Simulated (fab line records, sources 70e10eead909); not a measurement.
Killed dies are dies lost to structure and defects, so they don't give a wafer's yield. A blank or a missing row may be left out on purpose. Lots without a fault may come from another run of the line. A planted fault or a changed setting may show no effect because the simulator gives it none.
Chamber matching | flow nand_harc | NHARC_A_DECK1_JOINT_CMP_02 on cmp-01: 4 sister chambers
The step polishes SiOx. 8 wafers are shown with their chamber, then 8 later ones without.

WAFERS WITH THEIR CHAMBER
wafer  | chamber | motor_current_A (A) | edge_zone_pressure_frac
L081.4 | 2       | 12.2                | 0.994
L081.5 | 0       | 10.5                | 1.002
L082.2 | 3       | 11.2                | 1.002
L082.6 | 2       | 12.3                | 1.002
L085.1 | 3       | 11.2                | 1.002
L085.5 | 0       | 10.1                | 1.002
L085.6 | 1       | 11.0                | 0.995
L087.1 | 1       | 11.3                | 1.004

WAFERS WITHOUT THEIR CHAMBER
wafer  | motor_current_A (A) | edge_zone_pressure_frac
L087.3 | 12.3                | 1.001
L087.6 | 12.0                | 0.998
L091.3 | 12.2                | 1.006
L091.5 | 10.3                | 0.991
L091.6 | 11.5                | 0.991
L097.2 | 11.1                | 1.003
L097.4 | 10.6                | 1.001
L097.6 | 10.5                | 1.002

WHICH CHAMBER EACH WENT THROUGH
wafer  | from the rows above          | in truth
L087.3 | 2                            | 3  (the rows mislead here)
L087.6 | 2                            | 2
L091.3 | 2                            | 2
L091.5 | 0                            | 0
L091.6 | can't be placed: 1 or 3 or 2 | 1
L097.2 | can't be placed: 3 or 1      | 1
L097.4 | can't be placed: 0 or 1 or 3 | 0
L097.6 | 0                            | 0
Placed correctly: 4 of 8. Can't be placed from these rows: 3 (the true chamber is among the candidates in 3). Placed wrongly: 1.
How it was worked out, from the rows above alone: a wafer's distance from a chamber is the root of the sum, over the readings, of the square of ((its reading less the chamber's mean) divided by the reading's scatter). The wafer belongs to the nearest chamber; if the next one is less than 2 further off, it can't be placed. A chamber's mean is the mean of its shown wafers. The scatter: the root of (the sum of the squares of (reading less its chamber's mean) over the shown wafers, divided by (wafers less chambers)).
